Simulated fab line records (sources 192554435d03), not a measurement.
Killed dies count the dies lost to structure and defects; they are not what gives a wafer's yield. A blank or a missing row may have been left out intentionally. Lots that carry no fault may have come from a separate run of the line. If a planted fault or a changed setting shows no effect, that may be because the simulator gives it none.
Split-lot experiment    flow n5_finfet    21 wafers read across 7 lots, on a route 1938 steps long

ON THE SPLIT
At N5_BEOL_M7_ETCH_41 (etches SiCN in CH3F/O2, target depth 31.9 nm, time 57.8 s), the setting bias_w was moved away from the recipe's 75 W on 5 of the 21 wafers read, by -14.5% to +8.1%. The other wafers ran this setting at the recipe's value.

Reading taken at the split's own step.

THE READING
rf_vpp_V, in V, at N5_BEOL_M7_ETCH_41 (etches SiCN in CH3F/O2, target depth 31.9 nm, time 57.8 s). Fault-free wafers of this fab line usually give 298.1 V, standard deviation 1.3 V.

wafer   tool, chamber at the split  bias_w as run, W  against the recipe  rf_vpp_V, V  against lot-mates on the recipe
L079.2  rie_diel-03, 1              75                recipe              298.9        -
L079.5  rie_diel-03, 1              75                recipe              298.9        -
L079.6  rie_diel-03, 2              75                recipe              297.4        -
L080.1  rie_diel-03, 2              75                recipe              297.4        -
L080.2  rie_diel-03, 1              68.33             -8.9%               281.8        -16.4
L080.3  rie_diel-03, 3              75                recipe              299.0        -
L082.4  rie_diel-05, 2              75                recipe              298.6        -
L082.5  rie_diel-05, 3              66.44             -11.4%              274.4        -24.2
L082.6  rie_diel-05, 0              66.44             -11.4%              276.7        -21.9
L088.1  rie_diel-05, 2              75                recipe              299.7        -
L088.2  rie_diel-05, 0              75                recipe              298.3        -
L088.5  rie_diel-05, 2              75                recipe              299.5        -
L090.1  rie_diel-05, 2              75                recipe              299.8        -
L090.3  rie_diel-05, 3              75                recipe              297.7        -
L090.4  rie_diel-05, 2              81.1              +8.1%               313.3        +14.6
L094.2  rie_diel-05, 3              75                recipe              297.8        -
L094.3  rie_diel-05, 0              75                recipe              298.6        -
L094.4  rie_diel-05, 1              64.16             -14.5%              271.0        -27.2
L097.1  rie_diel-05, 1              75                recipe              298.6        -
L097.2  rie_diel-05, 3              75                recipe              296.3        -
L097.4  rie_diel-05, 3              75                recipe              297.7        -

THE FIT
A straight line over all 21 wafers: rf_vpp_V changes by +1.92 V for each +1% of bias_w; r = +1.00; the points scatter about the line by 0.99 V.
The same after taking each lot's own level away (the mean of its wafers on the recipe; 21 wafers): +1.92 V for each +1%; r = +1.00; scatter 0.92 V.
That fit puts the effect of the largest move of bias_w on the reading at 28 V.
The span of the lots' own levels, 297.53 to 299.17 V, comes to 1.3 times the standard deviation stated above.
The two slopes agree, so the slope changes little with the lot-to-lot level.
Check: with one of the wafers moved furthest among these (-14.5%) left out of the fit, the line predicts -28.2 V for it against its lot-mates. It came out at -27.2 V against them.
Tool readings at the split's step, against how far the setting was moved: rf_vpp_V r = +1.00.

ADDITIONAL SPLITS CARRIED BY THESE WAFERS
Before the reading, these wafers also passed through other splits. Each is held against what the fit with the lots' levels taken away leaves over:
other split on the same wafers  wafers away from the commonest value  r with rf_vpp_V (lot level and that fit taken away)
N5_BEOL_M4_COAT_22 spin_rpm     5                                     +0.47
N5_BEOL_M5_ETCH_41 source_w     7                                     -0.13
N5_BEOL_M6_ALD_77 ald_cycles    6                                     +0.48
N5_BEOL_M7_DESCUM_33 time_s     5                                     +0.13

THE FILE'S OWN FIT
rf_vpp_V changes by +1.9 V for each +1% of bias_w, r = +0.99.
